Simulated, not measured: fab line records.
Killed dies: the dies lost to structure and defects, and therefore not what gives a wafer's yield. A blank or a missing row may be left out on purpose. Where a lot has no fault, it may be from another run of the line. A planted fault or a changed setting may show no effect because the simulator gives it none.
Chamber matching ; flow n5-finfet ; rie-diel-05 running N5_BEOL_M0_SAQP_CUT_ETCH_46: 4 sister chambers
The step etches SOC in N2/H2, target depth 135 nm, overetch 27 nm, time 202.5 s. 16 wafers are shown with their chamber, then 8 later ones without.

WAFERS, EACH WITH ITS CHAMBER
wafer;chamber;showerhead-plenum-p-Torr (Torr);drypump-motor-current-A (A);throttle-valve-pct (%)
L075.3;2;2.71;5.1;17.66
L075.4;0;2.59;6.1;17.66
L075.6;0;2.59;6.0;17.69
L077.1;1;2.62;5.8;18.05
L077.2;2;2.71;5.1;17.70
L077.5;3;2.62;5.2;17.89
L078.2;0;2.59;6.1;17.67
L078.3;3;2.62;5.1;17.86
L078.5;0;2.59;6.1;17.67
L079.1;2;2.70;5.1;17.68
L079.2;3;2.62;5.2;17.87
L079.6;1;2.62;5.9;18.02
L082.1;3;2.61;5.2;17.87
L082.2;0;2.59;6.0;17.68
L082.6;3;2.61;5.2;17.88
L085.1;2;2.70;5.1;17.73

SIGNATURES (means of the wafers above)
reading;chamber 0;chamber 1;chamber 2;chamber 3;scatter within a chamber
showerhead-plenum-p-Torr;2.5900;2.6200;2.7050;2.6160;0.00428
drypump-motor-current-A;6.060;5.850;5.100;5.180;0.0456
throttle-valve-pct;17.6740;18.0350;17.6925;17.8740;0.0186
Rule: distance of a wafer from a chamber = root of the sum over the readings of ((wafer's reading minus chamber's mean) / reading's scatter) squared. If the next closest chamber is less than 2 further off than the closest, the wafer can't be placed; otherwise it belongs to the closest. The scatter: take each reading less its chamber's mean, square it, sum over the shown wafers, divide by the number of wafers less the number of chambers, and take the root.

WAFERS MISSING THEIR CHAMBER
wafer;showerhead-plenum-p-Torr (Torr);drypump-motor-current-A (A);throttle-valve-pct (%)
L085.3;2.61;5.9;18.06
L085.5;2.59;6.1;17.70
L086.1;2.70;5.1;17.71
L086.4;2.61;5.9;18.05
L086.5;2.59;6.0;17.74
L093.1;2.60;5.8;18.09
L093.5;2.60;5.2;17.91
L093.6;2.69;5.1;17.73

THE CHAMBER EACH PASSED THROUGH
wafer;from the rows above;in truth
L085.3;1;1
L085.5;0;0
L086.1;2;2
L086.4;1;1
L086.5;0;0
L093.1;1;1
L093.5;3;3
L093.6;2;2
8 of 8 placed correctly. Left unplaced by these rows: 0. 0 placed wrongly.
